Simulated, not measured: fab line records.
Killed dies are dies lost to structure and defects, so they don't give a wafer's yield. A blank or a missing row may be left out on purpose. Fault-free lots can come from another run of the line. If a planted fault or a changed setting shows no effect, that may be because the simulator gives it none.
Which tool is to blame? / flow n5-finfet / 7 lots, 21 wafers sampled, at 6 steps of a route of 1938

== WHAT THE GAUGES READ, wafer by wafer ==
N5_BEOL_M9_CD_MEAS_18: pitch 140 nm, target cd 70 nm.
lot=L743; measured=day 10 04:49; on=cd-sem-01; cd-nm (nm)=69.4 70.0 69.5
lot=L745; measured=day 11 01:44; on=cd-sem-02; cd-nm (nm)=- - -
lot=L748; measured=day 11 08:18; on=cd-sem-03; cd-nm (nm)=- - -
lot=L758; measured=day 14 00:38; on=cd-sem-01; cd-nm (nm)=69.8 69.7 70.6
lot=L760; measured=day 14 08:01; on=cd-sem-02; cd-nm (nm)=70.7 69.9 70.6
lot=L761; measured=day 14 17:44; on=cd-sem-01; cd-nm (nm)=69.6 70.7 69.6
lot=L763; measured=day 15 12:10; on=cd-sem-03; cd-nm (nm)=71.3 69.8 70.2

== WHICH TOOL RAN EACH LOT (tool, then ch and the chambers of the sampled wafers, then the start) ==
lot=L743; N5_BEOL_M8_ALD_77=ald-metal-03 ch 0,1, day 9 21:10; N5_BEOL_M8_DEP_56=pecvd-01 ch 0,1,2, day 9 22:38; N5_BEOL_M9_ETCH_61=rie-diel-04 ch 0,2,3, day 10 04:16; N5_BEOL_M9_ETCH_62=rie-diel-04 ch 0,2,3, day 10 04:19; N5_BEOL_M9_HM_OPEN_17=rie-metal-01 ch 0,1, day 10 04:31
lot=L745; N5_BEOL_M8_ALD_77=ald-metal-02 ch 0,1,2, day 10 22:04; N5_BEOL_M8_DEP_56=pecvd-04 ch 0,1, day 10 23:46; N5_BEOL_M9_ETCH_61=rie-diel-01 ch 0,1,2, day 11 01:10; N5_BEOL_M9_ETCH_62=rie-diel-01 ch 0,1,2, day 11 01:13; N5_BEOL_M9_HM_OPEN_17=rie-metal-01 ch 0,1, day 11 01:24
lot=L748; N5_BEOL_M8_ALD_77=ald-metal-01 ch 2,3, day 11 03:02; N5_BEOL_M8_DEP_56=pecvd-02 ch 0,1,2, day 11 04:40; N5_BEOL_M9_ETCH_61=rie-diel-01 ch 1,2, day 11 07:50; N5_BEOL_M9_ETCH_62=rie-diel-01 ch 1,2, day 11 07:53; N5_BEOL_M9_HM_OPEN_17=rie-metal-02 ch 0,1, day 11 08:04
lot=L758; N5_BEOL_M8_ALD_77=ald-metal-03 ch 0,2, day 13 19:51; N5_BEOL_M8_DEP_56=pecvd-04 ch 1,2, day 13 21:46; N5_BEOL_M9_ETCH_61=rie-diel-04 ch 1,2, day 14 00:08; N5_BEOL_M9_ETCH_62=rie-diel-04 ch 1,2, day 14 00:11; N5_BEOL_M9_HM_OPEN_17=rie-metal-02 ch 0,1, day 14 00:25
lot=L760; N5_BEOL_M8_ALD_77=ald-metal-02 ch 1,2,3, day 14 01:43; N5_BEOL_M8_DEP_56=pecvd-04 ch 1,2, day 14 03:34; N5_BEOL_M9_ETCH_61=rie-diel-03 ch 1,3, day 14 07:24; N5_BEOL_M9_ETCH_62=rie-diel-03 ch 1,3, day 14 07:27; N5_BEOL_M9_HM_OPEN_17=rie-metal-01 ch 0, day 14 07:40
lot=L761; N5_BEOL_M8_ALD_77=ald-metal-01 ch 1,2,3, day 14 12:46; N5_BEOL_M8_DEP_56=pecvd-01 ch 0,1,2, day 14 14:18; N5_BEOL_M9_ETCH_61=rie-diel-01 ch 0,1,3, day 14 17:11; N5_BEOL_M9_ETCH_62=rie-diel-01 ch 0,1,3, day 14 17:14; N5_BEOL_M9_HM_OPEN_17=rie-metal-01 ch 0, day 14 17:25
lot=L763; N5_BEOL_M8_ALD_77=ald-metal-01 ch 1,2,3, day 15 05:15; N5_BEOL_M8_DEP_56=pecvd-04 ch 1,2, day 15 07:43; N5_BEOL_M9_ETCH_61=rie-diel-01 ch 0,2,3, day 15 11:37; N5_BEOL_M9_ETCH_62=rie-diel-01 ch 0,2,3, day 15 11:40; N5_BEOL_M9_HM_OPEN_17=rie-metal-03 ch 0,1, day 15 11:50
- N5_BEOL_M8_ALD_77: deposits TaN, target thk 2 nm, pulse time 2 s, purge time 3 s.
- N5_BEOL_M8_DEP_56: deposits SiCN from 3MS/NH3, target thk 10 nm, time 17.5 s.
- N5_BEOL_M9_ETCH_61: etches SiARC in CF4, target depth 39 nm, time 65 s.
- N5_BEOL_M9_ETCH_62: etches SOC in N2/H2, target depth 110 nm, overetch 22 nm, time 165 s.
- N5_BEOL_M9_HM_OPEN_17: chemistry Cl2/BCl3, target TiN, target depth 20 nm, overetch 6 nm.

== THE ANSWER, worked out from the rows above alone ==
Rule: what is usual is taken from the lots themselves. The widest of any qualifying gaps counts: lots, ordered by their means at a reading, are off when they make up no more than a third of the lots, leave a main group of 4 or more, and stand apart from it by 3 or more times the standard deviation of that group's means. If all means in a main group match to the digits the tables above print for the reading, that group is not used. Also off: a lot with no number at a reading for which 4 or more lots have one. Where the step has rows for the other lots, those lots are counted as sound.
Off: L745, L748 (N5_BEOL_M9_CD_MEAS_18, cd-nm). Without a number there: L745, L748. The main group: mean 70.1 nm, standard deviation 0.3.
A tool fits if, at a process step before that reading, it ran every lot that is off, and no sound lot after the first of them. Gauges at N5_BEOL_M9_CD_MEAS_18: tried the same way as those tools. Not one of the candidates tried fits.

== WHAT WAS PUT IN BY THE SIMULATOR ==
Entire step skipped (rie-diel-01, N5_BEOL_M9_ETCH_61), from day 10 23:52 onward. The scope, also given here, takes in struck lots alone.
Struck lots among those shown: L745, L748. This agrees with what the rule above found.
